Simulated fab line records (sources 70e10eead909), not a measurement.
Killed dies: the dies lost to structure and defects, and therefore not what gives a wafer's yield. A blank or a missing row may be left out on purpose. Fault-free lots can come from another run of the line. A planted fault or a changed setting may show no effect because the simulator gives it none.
Matching of chambers ; flow nand_harc ; NHARC_P_M1_DEP_33 on pecvd-02: 3 sister chambers
The step deposits SiCN, target thk 30 nm. 18 wafers are shown with their chamber, then 9 later ones without.

WAFERS, EACH WITH ITS CHAMBER
wafer;chamber;heater_power_w (W);heater_power_outer_w (W)
L074.1;0;587;342
L074.2;2;651;350
L074.4;0;570;348
L075.1;1;523;286
L075.3;0;610;369
L075.4;1;506;293
L080.1;0;632;387
L080.2;1;557;324
L080.5;2;616;317
L087.2;0;613;362
L087.3;1;633;367
L087.6;0;605;361
L090.1;0;593;351
L090.2;2;646;344
L090.3;1;604;354
L092.3;0;582;336
L092.4;1;627;345
L092.5;2;589;290

SIGNATURES (means of the wafers above)
reading;chamber 0;chamber 1;chamber 2;scatter within a chamber
heater_power_w;599.00;575.00;625.50;36.5
heater_power_outer_w;357.00;328.17;325.25;25.3
Rule: a wafer's distance from a chamber is the root of the sum, over the readings, of the square of ((its reading less the chamber's mean) divided by the reading's scatter). The wafer belongs to the nearest chamber; if the next one is less than 2 further off, it can't be placed. The scatter: the root of (the sum of the squares of (reading less its chamber's mean) over the shown wafers, divided by (wafers less chambers)).

WAFERS WHOSE CHAMBER IS MISSING
wafer;heater_power_w (W);heater_power_outer_w (W)
L091.2;567;295
L091.3;519;277
L091.6;593;297
L093.2;614;308
L093.3;612;309
L093.5;580;328
L096.1;622;308
L096.3;615;335
L096.5;621;327

THE CHAMBER EACH PASSED THROUGH
wafer;from the rows above;in truth
L091.2;can't be placed: 1 or 2 or 0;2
L091.3;can't be placed: 1 or 2 or 0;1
L091.6;can't be placed: 1 or 2 or 0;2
L093.2;can't be placed: 2 or 1 or 0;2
L093.3;can't be placed: 2 or 1 or 0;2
L093.5;can't be placed: 1 or 2 or 0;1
L096.1;can't be placed: 2 or 1 or 0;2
L096.3;can't be placed: 2 or 0 or 1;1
L096.5;can't be placed: 2 or 1 or 0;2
Placed correctly: 0 of 9. Cannot be placed on the basis of these rows: 9; the candidates contain the true chamber in 9. 0 placed wrongly.
